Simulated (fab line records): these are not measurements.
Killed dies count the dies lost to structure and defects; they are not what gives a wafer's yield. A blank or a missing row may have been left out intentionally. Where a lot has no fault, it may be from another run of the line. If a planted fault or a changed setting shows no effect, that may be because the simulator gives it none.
Chamber matching / flow n5_finfet / N5_BEOL_M12_DESCUM_33 on rie_diel-06 has 4 sister chambers
The step chemistry O2, time 7.9 s. 4 wafers are shown with their chamber, then 8 later ones without.

WAFERS, EACH WITH ITS CHAMBER
wafer=L079.4; chamber=2; drypump_motor_current_A (A)=6.3
wafer=L080.3; chamber=0; drypump_motor_current_A (A)=5.8
wafer=L081.6; chamber=3; drypump_motor_current_A (A)=5.2
wafer=L082.2; chamber=1; drypump_motor_current_A (A)=5.5

WAFERS WITH NO CHAMBER GIVEN
wafer=L082.3; drypump_motor_current_A (A)=6.3
wafer=L082.5; drypump_motor_current_A (A)=5.4
wafer=L089.1; drypump_motor_current_A (A)=6.3
wafer=L089.2; drypump_motor_current_A (A)=5.4
wafer=L089.6; drypump_motor_current_A (A)=5.2
wafer=L097.1; drypump_motor_current_A (A)=5.3
wafer=L097.4; drypump_motor_current_A (A)=5.2
wafer=L097.6; drypump_motor_current_A (A)=5.4

CHAMBER TAKEN BY EACH
wafer=L082.3; from the rows above=2; in truth=2
wafer=L082.5; from the rows above=can't be placed: 1 or 3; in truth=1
wafer=L089.1; from the rows above=2; in truth=2
wafer=L089.2; from the rows above=can't be placed: 1 or 3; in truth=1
wafer=L089.6; from the rows above=3; in truth=3
wafer=L097.1; from the rows above=can't be placed: 3 or 1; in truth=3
wafer=L097.4; from the rows above=3; in truth=3
wafer=L097.6; from the rows above=can't be placed: 1 or 3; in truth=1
Correct placement for 4 of the 8. Cannot be placed on the basis of these rows: 4; the candidates contain the true chamber in 4. Placed wrongly: 0.
How it was worked out, from the rows above alone: a wafer's distance from a chamber is the root of the sum, over the readings, of the square of ((its reading less the chamber's mean) divided by the reading's scatter). If the next closest chamber is less than 2 further off than the closest, the wafer can't be placed; otherwise it belongs to the closest. Each chamber's mean is taken over the wafers shown for it. The scatter (one wafer shown for each chamber): square how far every hidden wafer sits from the nearest shown wafer, average those squares and take the square root.
